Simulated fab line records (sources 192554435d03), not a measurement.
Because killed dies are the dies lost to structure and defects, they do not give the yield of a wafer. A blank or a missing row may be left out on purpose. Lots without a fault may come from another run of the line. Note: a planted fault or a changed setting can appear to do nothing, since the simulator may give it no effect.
A struck lot beside a sound one -- flow n5_finfet -- 34 out of 1938 route steps
Sound: wafers L166.1, L166.2, L166.3. Wafers L170.1, L170.4, L170.5 were the ones struck. Last of all comes the cause.
At each step with rows: each side's tool, then ch and its chambers, then its first start. Under that, the readings that differ: sound wafers -- struck wafers -- difference of the means -- sigmas: that difference in standard deviations of wafers without a fault.
alike: same words and numbers on both sides, and readings whose means sit less than 2 such deviations apart. not compared: any withheld reading, any reading some wafer has no value for, any bound like >300 that may hide the same value, and any number with overlapping values for which the record gives no deviation.
A row with sigmas, a row that says differs or no value, or rows on one side alone: a step with any of these is where the two part. Numbers that have no deviation but don't overlap get no sigmas and don't part them. Lack of a reading on every wafer of one side parts them only where that side has two or more wafers.

first, 9 steps without rows for these wafers: N5_BEOL_M9_DEVELOP_27 (develop time 30 s); N5_BEOL_M9_DESCUM_33 (chemistry O2, time 7 s); N5_BEOL_M9_ETCH_76 (etches underlayer in N2/H2, target depth 6.5 nm, time 5.2 s); N5_BEOL_M9_ETCH_65 (etches SiARC in CF4, target depth 15.6 nm, time 26 s); N5_BEOL_M9_ETCH_66 (etches SOC in N2/H2, target depth 80 nm, overetch 16 nm, time 120 s); N5_BEOL_M9_STRIP_69 (strips in N2/H2); N5_BEOL_M9_STRIP_77 (strips in N2/H2); N5_BEOL_M9_VIA_ETCH_34 (etches SiCOH lowk in C4F6/O2, target depth 182.4 nm, time 68.4 s); N5_BEOL_M9_STRIP_73 (strips in C4F6/O2).
N5_BEOL_M9_STRIP_36: strips in N2/H2.
  sound on rie_diel-04 ch 0,1,3, day 11 15:08; struck on rie_diel-04 ch 0,2,3, day 12 22:14
  alike: drypump_motor_current_A, oes_product_au, rf_vpp_V, showerhead_plenum_p_Torr, throttle_valve_pct
  not compared: rf_hours_counter_h
then, 23 steps without rows for these wafers: N5_BEOL_M9_TRENCH_ETCH_37 (etches SiCOH lowk in C4F6/O2, target depth 151.43 nm, time 49 s); N5_BEOL_M9_ETCH_41 (etches SiCN in CH3F/O2, target depth 36.6 nm, time 70.1 s); N5_BEOL_M9_STRIP_80 (strips in N2/H2, time 10 s); N5_BEOL_M9_HM_STRIP_39 (strips TiN in peroxide tin strip, target depth 25 nm, time 158 s); N5_BEOL_M9_SRD_40 (time 30 s); N5_BEOL_M9_PRECLEAN_42 (cleans in residue remover, time 60 s); N5_BEOL_M9_SRD_43 (time 30 s); N5_BEOL_M9_CURE_72 (cures SiCOH lowk, time 120 s); N5_BEOL_M9_DEGAS_44 (time 60 s); N5_BEOL_M9_PRE_CLEAN_45 (time 30 s); N5_BEOL_M9_ALD_74 (deposits TaN, target thk 2 nm, pulse time 2 s, purge time 3 s); N5_BEOL_M9_SURFACE_TREAT_79; N5_BEOL_M9_CVD_78 (deposits Co from CCTBA/H2, target thk 2 nm, time 138.9 s); N5_BEOL_M9_SPUTTER_48 (material Cu, target thk 12 nm, time 2 s); N5_BEOL_M9_ECD_50 (material Cu, target thk 318 nm); N5_BEOL_M9_ANNEAL_51 (time 90 s); N5_BEOL_M9_CMP_52 (polishes, stops on SiCOH lowk, t overpolish 7 s, target thk 140 nm); N5_BEOL_M9_PRE_CLEAN_55 (time 15 s); N5_BEOL_M9_DEP_56 (deposits SiCN from 3MS/NH3, target thk 15 nm, time 26.5 s); N5_BEOL_M10_ILD_DEP_00 (deposits SiCOH lowk from DEMS/porogen, target thk 308.51 nm, time 58 s); N5_BEOL_M10_CURE_71 (cures SiCOH lowk, time 240 s); N5_BEOL_M10_PECVD_70 (deposits SiO2 from TEOS/O2, target thk 20 nm, time 22.7 s); N5_BEOL_M10_HM_DEP_02 (deposits TiN, target thk 20 nm).
-- the record jumps here: 3 days lie between the struck wafers' starts before and after (it left off in module BEOL_M10 and takes up again in module PASSIVATION, whose first step shown is number 1936 of the route) --
N5_PASSIVATION_PROBE_49:
  rows exist in the record for the struck wafers here (prober-01, day 15 13:29), but not for the sound ones

== WHERE THEY PART ==
At N5_PASSIVATION_PROBE_49 and nowhere else, as far as this record goes.

WHY: whatever the simulator had introduced
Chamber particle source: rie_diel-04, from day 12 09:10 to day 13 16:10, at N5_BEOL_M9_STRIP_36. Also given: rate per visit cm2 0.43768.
